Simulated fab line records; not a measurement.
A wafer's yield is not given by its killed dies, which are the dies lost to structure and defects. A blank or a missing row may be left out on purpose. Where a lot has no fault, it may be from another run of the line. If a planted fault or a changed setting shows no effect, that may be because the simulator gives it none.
Split-lot experiment -- flow n5-finfet -- route with 1938 steps; 7 lots, 21 wafers read

== ABOUT THE SPLIT ==
At N5_BEOL_M10_EXPOSE_25 (exposes mask V9), the setting dose-mj was moved away from the recipe's 85.5 on 9 of the 21 wafers read, by -2.4% to +7.3%. For the rest of the wafers, this setting stayed at what the recipe calls for.

== BETWEEN THE SPLIT AND THE READING: the file shows 1 step in between ==
- N5_BEOL_M10_DEVELOP_27: develop time 30 s (also split here: develop-time-s)

== THE READING ==
cd-nm (nm) at N5_BEOL_M10_CD_MEAS_28, where the cd target is 70 nm. Typical for fault-free wafers on this fab line: 69.5 nm, with standard deviation 0.78 nm.

wafer,"tool, chamber at the split",dose-mj as run,against the recipe,"cd-nm, nm",against lot-mates on the recipe
L083.1,"arfi-scanner-02, 0",91.2,+6.7%,75.2,+6.2
L083.2,"arfi-scanner-02, 0",91.2,+6.7%,72.8,+3.8
L083.6,"arfi-scanner-02, 0",85.5,recipe,69.0,-
L084.1,"arfi-scanner-01, 0",88.02,+2.9%,72.5,+2.9
L084.5,"arfi-scanner-01, 0",85.5,recipe,69.0,-
L084.6,"arfi-scanner-01, 0",85.5,recipe,70.2,-
L085.1,"arfi-scanner-02, 0",91.74,+7.3%,76.0,+6.8
L085.2,"arfi-scanner-02, 0",91.74,+7.3%,76.4,+7.2
L085.4,"arfi-scanner-02, 0",85.5,recipe,69.2,-
L089.3,"arfi-scanner-03, 0",85.5,recipe,67.9,-
L089.4,"arfi-scanner-03, 0",85.5,recipe,68.1,-
L089.6,"arfi-scanner-03, 0",85.5,recipe,69.0,-
L090.2,"arfi-scanner-03, 0",83.43,-2.4%,66.0,-2.1
L090.4,"arfi-scanner-03, 0",85.5,recipe,68.1,-
L090.5,"arfi-scanner-03, 0",83.43,-2.4%,66.4,-1.7
L092.1,"arfi-scanner-02, 0",85.5,recipe,69.6,-
L092.3,"arfi-scanner-02, 0",85.5,recipe,70.6,-
L092.5,"arfi-scanner-02, 0",91.74,+7.3%,75.8,+5.7
L095.2,"arfi-scanner-02, 0",87.79,+2.7%,73.6,+2.7
L095.5,"arfi-scanner-02, 0",85.5,recipe,70.2,-
L095.6,"arfi-scanner-02, 0",85.5,recipe,71.6,-

THE FIT
A straight line over all 21 wafers: cd-nm changes by +0.895 nm for each +1% of dose-mj; r = +0.93; the points scatter about the line by 1.2 nm.
The same after taking each lot's own level away (the mean of its wafers on the recipe; 21 wafers): +0.846 nm for each +1%; r = +0.97; scatter 0.68 nm.
On that fit, the largest move of dose-mj shifts the reading by 6.2 nm.
Measured against the standard deviation above, the lots' own levels, which go from 68.10 to 70.90 nm, span 3.6 times it.
The two slopes agree, so the slope changes little with the lot-to-lot level.
Check: +6.08 nm against its lot-mates is what the line predicts for one of the wafers moved furthest among these (+7.3%) when that wafer is left out of the fit. It came out at +6.8 nm against them.

== FURTHER SPLITS ON THESE WAFERS ==
Other splits were also applied to these wafers ahead of the reading. Each is held against what the fit with the lots' levels taken away leaves over:
other split on the same wafers,wafers away from the commonest value,r with cd-nm (lot level and that fit taken away)
N5_BEOL_M6_COAT_60 spin-rpm,4,-0.04
N5_BEOL_M6_ETCH_62 time-s,5,+0.05
N5_BEOL_M6_COAT_22 spin-rpm,9,-0.22
N5_BEOL_M7_COAT_64 spin-rpm,10,-0.25
N5_BEOL_M7_DESCUM_33 time-s,9,-0.32
N5_BEOL_M8_DESCUM_33 time-s,10,+0.09
N5_BEOL_M8_ETCH_72 h2-flow-sccm,6,+0.28
N5_BEOL_M9_DESCUM_16 time-s,5,+0.07
N5_BEOL_M10_DEVELOP_27 develop-time-s,7,+0.66

== THE FILE'S OWN FIT ==
cd-nm changes by +0.846 nm for each +1% of dose-mj, r = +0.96.
